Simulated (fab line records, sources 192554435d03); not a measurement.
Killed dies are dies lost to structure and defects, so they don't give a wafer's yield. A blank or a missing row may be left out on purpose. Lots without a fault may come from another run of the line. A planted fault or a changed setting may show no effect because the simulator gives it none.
One fault seen from 2 desks | flow n5_finfet | each desk has only its own numbers; what lay behind them comes last

THE METROLOGY DESK
What the gauges read, lot by lot, whatever tool the lot ran on: means of the sampled wafers that have a number. A lot is out of limits, marked OUT, if its mean lies more than 4 standard deviations from the usual mean; the brackets give that distance. Of its 10 readings 7 are shown: those that lie furthest out on some lot.
Columns: A = DIBL_N at N5_BEOL_M4_RC_MEAS_101, usual 35.9 mV/V; B = IOFF_P at N5_BEOL_M4_RC_MEAS_101, usual 0.21 nA/um; C = ION_P at N5_BEOL_M4_RC_MEAS_101, usual 461 uA/um; D = SS_N at N5_BEOL_M4_RC_MEAS_101, usual 71.4 mV/dec; E = SS_P at N5_BEOL_M4_RC_MEAS_101, usual 73.2 mV/dec; F = VT_N at N5_BEOL_M4_RC_MEAS_101, usual 249.3 mV; G = VT_P at N5_BEOL_M4_RC_MEAS_101, usual -250 mV
lot  | first seen here | A    | B    | C   | D    | E    | F     | G
L453 | day 7 17:38     | 34.8 | 0.24 | 475 | 71.2 | 73.1 | 249.3 | -244
L454 | day 8 04:54     | 36.5 | 0.23 | 462 | 72.2 | 73.6 | 248.2 | -246
L459 | day 9 05:35     | 36.1 | 0.23 | 465 | 71.3 | 73.6 | 248.1 | -249
L460 | day 9 16:41     | 36.2 | 0.21 | 466 | 71.2 | 73.1 | 249.7 | -248
L462 | day 10 05:20    | 36.2 | 0.19 | 456 | 71.4 | 72.5 | 251.9 | -251
L461 | day 10 06:41    | 36.2 | 0.18 | 454 | 70.9 | 73.5 | 249.2 | -254
L472 | day 13 00:23    | 36.1 | 0.26 | 466 | 71.9 | 73.2 | 249.2 | -245
L474 | day 13 03:45    | 37.7 | 0.23 | 465 | 71.5 | 73.4 | 248.6 | -250
L475 | day 13 21:41    | 35.3 | 0.21 | 458 | 71.6 | 73.7 | 248.3 | -250
This desk's finding: nothing out of limits on any of the 9 lots.

THE TOOL OWNER'S DESK: remote_plasma-01
The tool's own readings at N5_STI_FIN_REVEAL_PRECLEAN_17 (cleans in NF3:NH3, afs cycles 1, time 20 s, sublimation time 60 s): means of the sampled wafers that have a number, for each lot that ran on this tool. A lot is out of limits, marked OUT, if its mean lies more than 4 standard deviations from the usual mean; the brackets give that distance.
Columns: A = rf_power_w at N5_STI_FIN_REVEAL_PRECLEAN_17, usual 30.01 W
lot  | first seen here | A
L453 | day 2 12:17     | 30.06
L454 | day 2 19:14     | 30.10
L460 | day 4 07:32     | 30.12
L461 | day 4 13:28     | 30.02
L462 | day 4 19:16     | 29.91
L474 | day 7 18:36     | 30.00
This desk's finding: nothing out of limits on any of the 6 lots.

PUT TOGETHER
The metrology desk saw nothing out of limits.
The tool owner's desk saw nothing out of limits.

WHAT THE SIMULATOR HAD PUT IN
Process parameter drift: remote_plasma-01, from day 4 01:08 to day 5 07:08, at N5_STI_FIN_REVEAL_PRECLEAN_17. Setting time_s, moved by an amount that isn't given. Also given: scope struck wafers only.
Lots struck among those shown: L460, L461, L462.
